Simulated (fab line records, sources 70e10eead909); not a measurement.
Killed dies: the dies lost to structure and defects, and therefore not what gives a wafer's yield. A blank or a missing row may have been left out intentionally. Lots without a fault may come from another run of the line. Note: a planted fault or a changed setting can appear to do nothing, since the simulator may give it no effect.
Which of the tools did it?	flow nand_harc	12 lots with 36 wafers sampled at 5 steps, on a route of 1302 steps

== WHAT THE GAUGES READ, wafer by wafer ==
NHARC_A_ONON_D1_THK_MEAS_11: measures by ellipsometry. Usual: thk_nm 1001 nm, standard deviation 8.6.
lot	measured	on	thk_nm (nm)	flag
L580	day 8 18:31	film_metro-01	996 997 995	
L581	day 9 02:32	film_metro-02	1001 1003 1001	
L582	day 9 13:27	film_metro-02	1005 1003 1002	
L584	day 10 07:20	film_metro-02	1011 1011 1010	
L583	day 10 07:20	film_metro-01	1010 1009 1010	
L592	day 13 19:13	film_metro-02	993 994 991	
L594	day 14 15:58	film_metro-01	1002 1001 1002	
L595	day 15 01:28	film_metro-01	993 993 993	
L597	day 15 19:41	film_metro-01	991 990 989	
L599	day 16 11:01	film_metro-01	994 993 993	
L600	day 17 02:04	film_metro-01	1013 1015 1015	
L601	day 17 16:41	film_metro-01	991 991 993	

NHARC_A_ONON_D1_THK_MEAS_14: measures by ellipsometry. Usual: thk_nm 1002 nm, standard deviation 8.5.
lot	measured	on	thk_nm (nm)	flag
L580	day 8 19:04	film_metro-02	999 1000 1001	
L581	day 9 03:05	film_metro-02	1008 1009 1009	
L582	day 9 14:01	film_metro-01	1001 999 1003	
L584	day 10 07:53	film_metro-02	997 996 997	
L583	day 10 07:54	film_metro-01	1002 1003 1003	
L592	day 13 19:47	film_metro-01	998 998 997	
L594	day 14 16:32	film_metro-01	1007 1007 1005	
L595	day 15 02:02	film_metro-01	1003 1003 1003	
L597	day 15 20:17	film_metro-02	1007 1004 1006	
L599	day 16 11:35	film_metro-01	1000 1000 1000	
L600	day 17 02:38	film_metro-01	1006 1007 1006	
L601	day 17 17:15	film_metro-02	995 994 995	

NHARC_END_SORT_01. Usual: killed_at_array 52, standard deviation 17; killed_at_other 0.9, standard deviation 1.2; killed_at_periphery 3.9, standard deviation 2.7; killed_dies 57, standard deviation 16; killed_open 3.3, standard deviation 1.9; killed_short 2.5, standard deviation 1.5.
lot	measured	on	killed_at_array	killed_at_other	killed_at_periphery	killed_dies	killed_open	killed_short	flag
L584	day 26 23:50	prober-02	674 676 676	0 0 0	3 1 1	677 677 677	1 2 3	3 1 6	OFF
L583	day 27 14:13	prober-01	673 675 667	4 1 2	0 1 8	677 677 677	3 1 7	3 4 5	OFF
L592	day 30 01:46	prober-02	32 20 20	0 0 2	6 8 8	38 28 30	0 4 2	2 0 1	

== TOOL THAT RAN EACH LOT (tool first, then ch and the chambers of the sampled wafers, then the start) ==
lot	NHARC_A_CHANNEL_HOLE_D1_ETCH_38	NHARC_A_CHANNEL_HOLE_D1_ETCH_26
L580	rie_diel-04 ch 1,2,3, day 9 11:34	har_etch-02 ch 0,1, day 9 16:26
L581	rie_diel-10 ch 1,2, day 9 16:32	har_etch-02 ch 1, day 9 21:26
L582	rie_diel-10 ch 1,3, day 10 03:38	har_etch-01 ch 1, day 10 08:31
L584	rie_diel-04 ch 0,2,3, day 11 01:55	har_etch-02 ch 0,1, day 11 09:06
L583	rie_diel-10 ch 0,1, day 11 00:58	har_etch-01 ch 0, day 11 08:54
L592	rie_diel-04 ch 2,3, day 14 13:13	har_etch-01 ch 0,1, day 14 20:17
L594	rie_diel-10 ch 1,3, day 15 06:26	har_etch-01 ch 0,1, day 15 11:19
L595	rie_diel-10 ch 2,3, day 15 20:20	har_etch-02 ch 0,1, day 16 01:14
L597	rie_diel-04 ch 1,2,3, day 16 11:13	har_etch-02 ch 0,1, day 16 16:04
L599	rie_diel-10 ch 0,2, day 17 05:16	har_etch-02 ch 0,1, day 17 13:57
L600	rie_diel-10 ch 0,2, day 17 18:58	har_etch-01 ch 0,1, day 18 00:02
L601	rie_diel-13 ch 2,3, day 18 09:12	har_etch-01 ch 0,1, day 18 16:22
- NHARC_A_CHANNEL_HOLE_D1_ETCH_38: etches the open film in CF4, target depth 39 nm, time 65 s.
- NHARC_A_CHANNEL_HOLE_D1_ETCH_26: etches the open film in C4F8/O2/Ar, time 224.1 s, target depth 300 nm.

== WHAT THE TOOLS THEMSELVES READ (means of the sampled wafers that have a number; where no wafer has one, the mark that the record gives instead) ==
NHARC_A_CHANNEL_HOLE_D1_ETCH_38. Usual: for bias_w, 99.99 W with a standard deviation of 0.27; for cf4_flow_sccm, 149.9 sccm with a standard deviation of 0.44; for drypump_motor_current_A, 5.8 A with a standard deviation of 0.48; for oes_product_au, 0.997 a.u. with a standard deviation of 0.0089; for rf_vpp_V, 151.4 V with a standard deviation of 1.2; for showerhead_plenum_p_Torr, 1.77 Torr with a standard deviation of 0.077; for throttle_valve_pct, 13.283 % with a standard deviation of 0.0081.
lot	tool	bias_w (W)	cf4_flow_sccm (sccm)	drypump_motor_current_A (A)	oes_product_au (a.u.)	rf_vpp_V (V)	showerhead_plenum_p_Torr (Torr)	throttle_valve_pct (%)	flag
L580	rie_diel-04	99.98	150.2	5.2	0.993	151.5	1.73	13.286	
L581	rie_diel-10	100.15	150.2	5.7	1.001	152.6	1.77	13.285	
L582	rie_diel-10	99.83	150.4	5.5	1.002	150.7	1.79	13.286	
L584	rie_diel-04	-	-	-	-	-	-	-	OFF
L583	rie_diel-10	-	-	-	-	-	-	-	OFF
L592	rie_diel-04	100.13	149.6	5.2	0.993	149.6	1.67	13.280	
L594	rie_diel-10	99.69	149.9	5.6	0.986	151.5	1.78	13.284	
L595	rie_diel-10	100.04	149.7	5.5	0.985	152.1	1.84	13.279	
L597	rie_diel-04	99.74	150.1	5.2	1.000	150.9	1.72	13.282	
L599	rie_diel-10	99.80	149.5	5.9	1.000	150.9	1.80	13.280	
L600	rie_diel-10	100.11	150.2	6.2	1.003	152.5	1.76	13.278	
L601	rie_diel-13	99.74	150.4	5.9	1.006	151.3	1.76	13.290	

NHARC_A_CHANNEL_HOLE_D1_ETCH_26. Usual: bias_v 299.3 V, standard deviation 2.9; c4f8_flow_sccm 11.40 sccm, standard deviation 0.035; drypump_motor_current_A 5.62 A, standard deviation 0.29; showerhead_plenum_p_Torr 3.55 Torr, standard deviation 0.1; throttle_valve_pct 24.585 %, standard deviation 0.0096.
lot	tool	bias_v (V)	c4f8_flow_sccm (sccm)	drypump_motor_current_A (A)	showerhead_plenum_p_Torr (Torr)	throttle_valve_pct (%)	flag
L580	har_etch-02	297.6	11.39	5.74	3.54	24.596	
L581	har_etch-02	295.1	11.43	5.58	3.51	24.582	
L582	har_etch-01	299.1	11.43	5.53	3.53	24.581	
L584	har_etch-02	298.4	11.40	5.92	3.56	24.577	
L583	har_etch-01	303.0	11.37	5.29	3.57	24.585	
L592	har_etch-01	302.5	11.40	5.37	3.53	24.592	
L594	har_etch-01	298.4	11.42	5.44	3.51	24.586	
L595	har_etch-02	300.1	11.38	5.90	3.52	24.581	
L597	har_etch-02	297.4	11.38	5.74	3.49	24.581	
L599	har_etch-02	298.4	11.39	5.94	3.99	24.578	OFF
L600	har_etch-01	298.9	11.39	5.38	3.50	24.593	
L601	har_etch-01	301.6	11.37	5.44	3.48	24.593	

== THE ANSWER, worked out from the rows above alone ==
Rule: a lot counts as off when the mean over its wafers that have a number is more than 3 standard deviations away from the usual mean. A lot without any number at a reading at which 4 lots or more have one is off too. Any other lot the step has rows for is counted as sound. Order of review: gauges by route order, followed by the tools' own readings, for which a lot's mean as printed above is used. The first step at which some lot is off is used, and at that step the reading that is off furthest; a lot without a number counts as furthest.
Off: L584, L583 (NHARC_END_SORT_01, killed_dies). Neither off nor sound, because the step has no rows for them: L580, L581, L582, L594, L595, L597, L599, L600, L601.
A tool fits if, at a process step before that reading, it ran every lot that is off, and no sound lot after the first of them. The gauges at NHARC_END_SORT_01 aren't tried: what is off there is off at NHARC_A_CHANNEL_HOLE_D1_ETCH_38 too, on other tools, and a gauge's error can't cause that. Of those tried, none fits.

== WHAT WAS PUT IN BY THE SIMULATOR ==
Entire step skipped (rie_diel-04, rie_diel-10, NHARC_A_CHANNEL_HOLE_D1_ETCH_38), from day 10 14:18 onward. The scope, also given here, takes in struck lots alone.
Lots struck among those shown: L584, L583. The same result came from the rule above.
